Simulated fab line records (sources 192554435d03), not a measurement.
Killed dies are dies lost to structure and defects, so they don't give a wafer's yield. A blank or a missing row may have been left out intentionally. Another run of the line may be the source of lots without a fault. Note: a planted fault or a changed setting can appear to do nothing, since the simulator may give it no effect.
2 desks, one fault -- flow n5 finfet -- only its own numbers are on each desk; what lay behind them is given at the end

## FROM THE METROLOGY DESK
Means of the sampled wafers that have a number, per lot and without regard to the tool the lot ran on: this is what the gauges read. Any lot whose mean is over 4 standard deviations away from the usual mean is out of limits and marked OUT; that distance is given in the brackets. Shown here are 7 of its 12 readings, the ones lying furthest out on some lot.
Columns: A = DIBL_N at N5_BEOL_M4_RC_MEAS_101, usual 36.4 mV/V; B = DIBL_P at N5_BEOL_M4_RC_MEAS_101, usual 36.4 mV/V; C = IOFF_N at N5_BEOL_M4_RC_MEAS_101, usual 0.156 nA/um; D = IOFF_P at N5_BEOL_M4_RC_MEAS_101, usual 0.210 nA/um; E = ION_N at N5_BEOL_M4_RC_MEAS_101, usual 675 uA/um; F = SS_N at N5_BEOL_M4_RC_MEAS_101, usual 71.6 mV/dec; G = SS_P at N5_BEOL_M4_RC_MEAS_101, usual 73.3 mV/dec
lot,first seen here,A,B,C,D,E,F,G
L982,day 2 22:59,37.3,34.9,0.150,0.227,674,71.9,73.6
L983,day 3 05:29,35.5,37.2,0.159,0.201,679,71.5,73.2
L987,day 4 08:16,34.6,36.0,0.157,0.211,676,71.4,72.5
L995,day 6 09:02,38.5,34.9,0.151,0.213,672,71.0,73.2
L998,day 7 01:35,38.1,38.9,0.179,0.226,684,71.9,73.6
L999,day 7 09:25,37.5,36.8,0.170,0.207,686,71.6,73.8
L101,day 7 20:49,34.4,35.4,0.127,0.182,668,71.3,72.3
L103,day 8 05:57,37.5,37.4,0.179,0.219,681,71.9,73.5
L104,day 8 15:03,36.6,37.2,0.168,0.233,677,72.0,73.8
L105,day 8 19:05,36.3,37.6,0.159,0.224,671,71.6,72.9
This desk's verdict: no lot among the 10 shows anything out of limits.

## DESK OF THE TOOL OWNER: remote plasma-01
The tool's own readings at N5_SD_EPI_N_PRECLEAN_49 (cleans in NF3:NH3, afs cycles 1, time 20 s, sublimation time 60 s): means of the sampled wafers that have a number, for each lot that ran on this tool. Any lot whose mean is over 4 standard deviations away from the usual mean is out of limits and marked OUT; that distance is given in the brackets.
Columns: A = rf power w at N5_SD_EPI_N_PRECLEAN_49, usual 29.97 W; B = temp c at N5_SD_EPI_N_PRECLEAN_49, usual 29.98 C
lot,first seen here,A,B
L982,day 3 02:47,30.04,30.11
L983,day 3 09:39,30.04,30.01
L987,day 4 11:57,29.91,31.44 (+15) OUT
L998,day 7 06:13,30.09,29.95
L999,day 7 13:39,29.91,30.02
L103,day 8 09:34,29.97,29.96
This desk's verdict: out of limits on L987, starting with L987 at day 4 11:57 (temp c at N5_SD_EPI_N_PRECLEAN_49). In limits: L982, L983, L998, L999, L103.

## TAKEN TOGETHER
An alarm could have come from the tool owner's desk at day 4 11:57, on L987.
At the metrology desk, nothing out of limits was observed.
The metrology desk holds a record of L987, inside its limits.
On remote plasma-01, each named lot ran N5_SD_EPI_N_PRECLEAN_49.

## WHAT THE SIMULATOR HAD INSERTED
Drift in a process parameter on remote plasma-01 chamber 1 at N5_SD_EPI_N_PRECLEAN_49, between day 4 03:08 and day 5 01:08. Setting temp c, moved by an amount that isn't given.
Shown lots that were struck: L987.
How many hours passed from the start of the fault until each desk's first out-of-limits reading: the tool owner's desk, 9.
